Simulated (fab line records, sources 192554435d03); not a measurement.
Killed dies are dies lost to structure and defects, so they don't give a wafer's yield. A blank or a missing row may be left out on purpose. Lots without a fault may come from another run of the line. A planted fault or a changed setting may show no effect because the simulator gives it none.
Split-lot experiment | flow n5_finfet | 7 lots, 21 wafers read, on a route of 1938 steps

THE SPLIT
At N5_BEOL_M8_COAT_22 (resist thk 30 nm), the setting spin_rpm was moved away from the recipe's 1500 rpm on 4 of the 21 wafers read, by -3.4% to +4.7%. The other wafers ran this setting at the recipe's value.

FROM THE SPLIT TO THE READING: what the file shows between them, 6 steps
- N5_BEOL_M8_EBR_24
- N5_BEOL_M8_SOFTBAKE_23: time 60 s
- N5_BEOL_M8_EXPOSE_25: exposes mask V7, target cd 40 nm
- N5_BEOL_M8_PEB_26: peb time 60 s
- N5_BEOL_M8_DEVELOP_27: develop time 30 s
- N5_BEOL_M8_DESCUM_33: chemistry O2, time 7 s

THE READING
CAR-EUV_of_BEOL_M8_COAT_22.thk_nm (the simulator's own value, which no gauge read), in nm, at N5_BEOL_M8_ETCH_72 (etches underlayer in N2/H2, target depth 6.5 nm, time 5.2 s). The file gives no usual value for it. The 17 wafers here that ran the recipe average 20.4 nm, standard deviation 0.11 nm.

wafer  | tool, chamber at the split | spin_rpm as run, rpm | against the recipe | CAR-EUV_of_BEOL_M8_COAT_22.thk_nm, nm | against lot-mates on the recipe
L074.1 | litho_track-01, 0          | 1500                 | recipe             | 20.4                                  | -
L074.2 | litho_track-01, 0          | 1449                 | -3.4%              | 20.8                                  | +0.4
L074.5 | litho_track-01, 0          | 1500                 | recipe             | 20.4                                  | -
L076.1 | litho_track-03, 0          | 1571                 | +4.7%              | 19.8                                  | -0.6
L076.4 | litho_track-03, 0          | 1500                 | recipe             | 20.4                                  | -
L076.5 | litho_track-03, 0          | 1500                 | recipe             | 20.4                                  | -
L079.2 | litho_track-01, 0          | 1500                 | recipe             | 20.4                                  | -
L079.3 | litho_track-01, 0          | 1500                 | recipe             | 20.4                                  | -
L079.5 | litho_track-01, 0          | 1500                 | recipe             | 20.2                                  | -
L086.2 | litho_track-03, 0          | 1500                 | recipe             | 20.2                                  | -
L086.5 | litho_track-03, 0          | 1500                 | recipe             | 20.2                                  | -
L086.3 | litho_track-03, 0          | 1500                 | recipe             | 20.4                                  | -
L087.1 | litho_track-03, 0          | 1500                 | recipe             | 20.4                                  | -
L087.2 | litho_track-03, 0          | 1559                 | +3.9%              | 19.8                                  | -0.6
L087.6 | litho_track-03, 0          | 1559                 | +3.9%              | 20                                    | -0.4
L090.3 | litho_track-01, 0          | 1500                 | recipe             | 20.4                                  | -
L090.5 | litho_track-01, 0          | 1500                 | recipe             | 20.4                                  | -
L090.6 | litho_track-01, 0          | 1500                 | recipe             | 20.4                                  | -
L094.1 | litho_track-04, 0          | 1500                 | recipe             | 20.4                                  | -
L094.3 | litho_track-04, 0          | 1500                 | recipe             | 20.6                                  | -
L094.6 | litho_track-04, 0          | 1500                 | recipe             | 20.6                                  | -

THE FIT
A straight line over all 21 wafers: CAR-EUV_of_BEOL_M8_COAT_22.thk_nm changes by -0.124 nm for each +1% of spin_rpm; r = -0.90; the points scatter about the line by 0.11 nm.
The same after taking each lot's own level away (the mean of its wafers on the recipe; 21 wafers): -0.125 nm for each +1%; r = -0.95; scatter 0.073 nm.
On that fit, the largest move of spin_rpm shifts the reading by 0.59 nm.
The lots' own levels span 20.27 to 20.53 nm, that is 2.5 times the standard deviation above.
So the lot-to-lot level changes the slope little: the two slopes agree.
Check: with one of the wafers moved furthest among these (+4.7%) left out of the fit, the line predicts -0.591 nm for it against its lot-mates. It came out at -0.6 nm against them.

OTHER SPLITS ON THESE WAFERS
These wafers also went through other splits before the reading. Each is held against what the fit with the lots' levels taken away leaves over:
other split on the same wafers | wafers away from the commonest value | r with CAR-EUV_of_BEOL_M8_COAT_22.thk_nm (lot level and that fit taken away)
N5_BEOL_M7_EXPOSE_25 dose_mj   | 3                                    | +0.40

THE WHOLE CHAIN: every reading that the file lists as answering this split, in the file's order
step                  | what it does                                                | reading                                                                            | change (the file's fit)               | r (the file's)
N5_BEOL_M8_COAT_22    | resist thk 30 nm                                            | CAR-EUV_of_BEOL_M8_COAT_22.thk_nm (the simulator's own value, which no gauge read) | -0.14 nm for each +1% of the setting  | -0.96
N5_BEOL_M8_DEVELOP_27 | develop time 30 s                                           | CAR-EUV_of_BEOL_M8_COAT_22.thk_nm (the simulator's own value, which no gauge read) | -0.156 nm for each +1% of the setting | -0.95
N5_BEOL_M8_DESCUM_33  | chemistry O2, time 7 s                                      | CAR-EUV_of_BEOL_M8_COAT_22.thk_nm (the simulator's own value, which no gauge read) | -0.132 nm for each +1% of the setting | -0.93
N5_BEOL_M8_ETCH_72    | etches underlayer in N2/H2, target depth 6.5 nm, time 5.2 s | CAR-EUV_of_BEOL_M8_COAT_22.thk_nm (the simulator's own value, which no gauge read) | -0.125 nm for each +1% of the setting | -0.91

THE FILE'S OWN FIT
CAR-EUV_of_BEOL_M8_COAT_22.thk_nm changes by -0.125 nm for each +1% of spin_rpm, r = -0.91.
